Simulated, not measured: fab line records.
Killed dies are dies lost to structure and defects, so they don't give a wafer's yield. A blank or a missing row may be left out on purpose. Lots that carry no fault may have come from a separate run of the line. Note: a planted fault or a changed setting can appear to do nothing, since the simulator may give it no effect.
Struck lot and sound lot, side by side	flow n5_finfet	14 steps out of a route of 1938
Sound: these wafers, L953.1, L953.2, L953.5. Wafers L973.2, L973.3, L973.4 were the ones struck. The cause is given at the end.
At each step with rows: each side's tool, then ch and its chambers, then its first start. Under that, the readings that differ: sound wafers	struck wafers	difference of the means	sigmas: that difference in standard deviations of wafers without a fault.
alike: same words and numbers on both sides, and readings whose means sit less than 2 such deviations apart. not compared: any withheld reading, any reading some wafer has no value for, any bound like >300 that may hide the same value, and any number with overlapping values for which the record gives no deviation.
Wherever a step has rows on one side only, a row that says differs or no value, or a row with sigmas, the two part there. Numbers that don't overlap but have no deviation are shown without sigmas and don't part them. A reading that every wafer of one side lacks parts them only if that side has two wafers or more.

N5_BEOL_M6_ETCH_62: etches SOC in N2/H2, target depth 110 nm, overetch 22 nm, time 165 s.
  sound on rie_diel-06 ch 0,1,2, day 9 12:14; struck on rie_diel-05 ch 0,1,2, day 15 06:58
  alike: drypump_motor_current_A, h2_flow_sccm, oes_product_au, rf_vpp_V, showerhead_plenum_p_Torr, throttle_valve_pct
  not compared: rf_hours_counter_h
then, 1 step without rows for these wafers: N5_BEOL_M6_STRIP_68 (strips in N2/H2).
N5_BEOL_M6_STRIP_67: strips in CF4.
  sound on rie_diel-06 ch 0,1,2, day 9 12:22; struck on rie_diel-05 ch 0,1,2, day 15 07:07
  alike: drypump_motor_current_A, oes_product_au, rf_vpp_V, showerhead_plenum_p_Torr, throttle_valve_pct
  not compared: rf_hours_counter_h
N5_BEOL_M6_HM_OPEN_17: chemistry Cl2/BCl3, target TiN, target depth 20 nm, overetch 6 nm.
  sound on rie_metal-03 ch 0,1, day 9 12:25; struck on rie_metal-03 ch 0,1, day 15 07:09
  alike: drypump_motor_current_A, oes_product_au, throttle_valve_pct
  not compared: rf_hours_counter_h
N5_BEOL_M6_STRIP_19: strips in O2.
  sound on rie_diel-02 ch 1,2, day 9 12:32; struck on rie_diel-02 ch 1,2,3, day 15 07:20
  alike: drypump_motor_current_A, oes_product_au, rf_vpp_V, showerhead_plenum_p_Torr, throttle_valve_pct
  not compared: rf_hours_counter_h
N5_BEOL_M6_CD_MEAS_18: pitch 80 nm, target cd 40 nm.
  struck on cd_sem-01, day 15 07:25; sound on cd_sem-01, day 9 12:36
  alike: cd_nm
then, 6 steps without rows for these wafers: N5_BEOL_M6_COAT_63 (time 60 s, resist thk 60 nm); N5_BEOL_M6_COAT_64 (time 60 s, resist thk 12 nm); N5_BEOL_M6_COAT_71 (time 60 s, resist thk 5 nm); N5_BEOL_M6_COAT_22 (resist thk 30 nm); N5_BEOL_M6_EBR_24; N5_BEOL_M6_SOFTBAKE_23 (time 60 s).
N5_BEOL_M6_EXPOSE_25: exposes mask V5, target cd 40 nm.
  struck on euv_scanner-01, day 15 09:55; sound on euv_scanner-02 ch 0, day 9 12:46
  no value came back on the struck wafers for exposure_dose_mJ_cm2, focus_offset_nm (nm), na; on the sound wafers exposure_dose_mJ_cm2 reads 45.6 45.6 45.7
  alike: mask
then, 1 step without rows for these wafers: N5_BEOL_M6_PEB_26 (peb time 60 s).

WHERE THEY PART
Only at N5_BEOL_M6_EXPOSE_25, as far as this record shows.

WHY: the cause the simulator had injected
Whole step skipped at N5_BEOL_M6_EXPOSE_25 on euv_scanner-01, starting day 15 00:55. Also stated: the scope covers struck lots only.
